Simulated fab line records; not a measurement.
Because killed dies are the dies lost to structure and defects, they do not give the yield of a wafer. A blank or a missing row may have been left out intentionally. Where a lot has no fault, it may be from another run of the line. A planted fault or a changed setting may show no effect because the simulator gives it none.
Chamber matching | flow nand-harc | NHARC_A_CHANNEL_FILL_D2_CMP_10 on cmp-02 has 4 sister chambers
The step polishes, target thk 150 nm. 4 wafers are shown with their chamber, then 7 later ones without.

== WAFERS PAIRED WITH THEIR CHAMBERS ==
wafer  | chamber | time-to-endpoint-s (s)
L079.1 | 1       | 15.6
L087.6 | 2       | 18.6
L090.1 | 0       | 11.8
L090.4 | 3       | 14.1

== WAFERS WITH NO CHAMBER GIVEN ==
wafer  | time-to-endpoint-s (s)
L090.5 | 15.9
L091.2 | 15.3
L091.4 | 15.1
L091.5 | 13.6
L092.1 | 18.0
L092.5 | 15.4
L092.6 | 13.9

== EACH ONE'S CHAMBER ==
wafer  | from the rows above     | in truth
L090.5 | 1                       | 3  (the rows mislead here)
L091.2 | 1                       | 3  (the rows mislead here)
L091.4 | can't be placed: 1 or 3 | 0
L091.5 | 3                       | 3
L092.1 | 2                       | 2
L092.5 | 1                       | 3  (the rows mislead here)
L092.6 | 3                       | 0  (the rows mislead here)
Correct placement for 2 of the 7. From these rows, 1 cannot be placed; in 0 the true chamber is one of the candidates. 4 placed wrongly.
How it was worked out, from the rows above alone: a wafer's distance from a chamber is the root of the sum, over the readings, of the square of ((its reading less the chamber's mean) divided by the reading's scatter). If the next closest chamber is less than 2 further off than the closest, the wafer can't be placed; otherwise it belongs to the closest. The mean given for a chamber averages the wafers shown for that chamber. The scatter: root of mean squared gap, hidden wafer to nearest shown wafer, with one shown wafer a chamber.
